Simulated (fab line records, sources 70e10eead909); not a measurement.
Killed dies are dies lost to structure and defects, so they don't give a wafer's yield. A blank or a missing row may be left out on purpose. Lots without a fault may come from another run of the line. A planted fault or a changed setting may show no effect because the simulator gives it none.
Chamber matching | flow nand_harc | NHARC_A_CHANNEL_FILL_D2_ALD_16 on ald_hk-02: 4 sister chambers
The step deposits SiO2, target thk 1.5 nm, pulse time 10 s, ald cycles 15. 18 wafers are shown with their chamber, then 9 later ones without.

WAFERS WITH THEIR CHAMBER
wafer  | chamber | heater_power_w (W) | precursor_pulse_height_rel
L075.1 | 2       | 457                | 0.998
L075.3 | 3       | 468                | 1.026
L075.5 | 0       | 446                | 0.990
L076.1 | 3       | 467                | 0.997
L076.4 | 0       | 434                | 1.033
L076.5 | 0       | 442                | 1.032
L078.1 | 0       | 443                | 1.031
L078.2 | 3       | 471                | 0.986
L078.5 | 3       | 472                | 1.021
L085.4 | 1       | 459                | 1.014
L085.5 | 0       | 438                | 0.988
L085.6 | 3       | 499                | 0.988
L084.2 | 1       | 461                | 1.001
L084.5 | 0       | 441                | 1.024
L084.6 | 3       | 499                | 1.021
L086.1 | 1       | 442                | 0.982
L086.2 | 0       | 439                | 0.990
L086.5 | 0       | 441                | 1.042

SIGNATURES (means of the wafers above)
reading                    | chamber 0 | chamber 1 | chamber 2 | chamber 3 | scatter within a chamber
heater_power_w             | 440.50    | 454.00    | 457.00    | 479.33    | 10.3
precursor_pulse_height_rel | 1.01625   | 0.99900   | 0.99800   | 1.00650   | 0.0204
Rule: a wafer's distance from a chamber is the root of the sum, over the readings, of the square of ((its reading less the chamber's mean) divided by the reading's scatter). The wafer belongs to the nearest chamber; if the next one is less than 2 further off, it can't be placed. The scatter: the root of (the sum of the squares of (reading less its chamber's mean) over the shown wafers, divided by (wafers less chambers)).

WAFERS WITHOUT THEIR CHAMBER
wafer  | heater_power_w (W) | precursor_pulse_height_rel
L087.1 | 437                | 1.009
L087.2 | 460                | 1.014
L087.6 | 443                | 0.997
L091.3 | 512                | 1.000
L091.5 | 454                | 1.030
L091.6 | 453                | 1.021
L092.1 | 461                | 0.996
L092.2 | 496                | 0.969
L092.4 | 446                | 0.995

WHICH CHAMBER EACH WENT THROUGH
wafer  | from the rows above               | in truth
L087.1 | can't be placed: 0 or 1 or 2      | 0
L087.2 | can't be placed: 2 or 1 or 0 or 3 | 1
L087.6 | can't be placed: 0 or 1 or 2      | 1
L091.3 | 3                                 | 3
L091.5 | can't be placed: 0 or 1 or 2 or 3 | 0
L091.6 | can't be placed: 1 or 2 or 0 or 3 | 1
L092.1 | can't be placed: 2 or 1 or 3 or 0 | 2
L092.2 | can't be placed: 3 or 2 or 1      | 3
L092.4 | can't be placed: 1 or 2 or 0      | 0
Placed correctly: 1 of 9. Can't be placed from these rows: 8 (the true chamber is among the candidates in 8). Placed wrongly: 0.
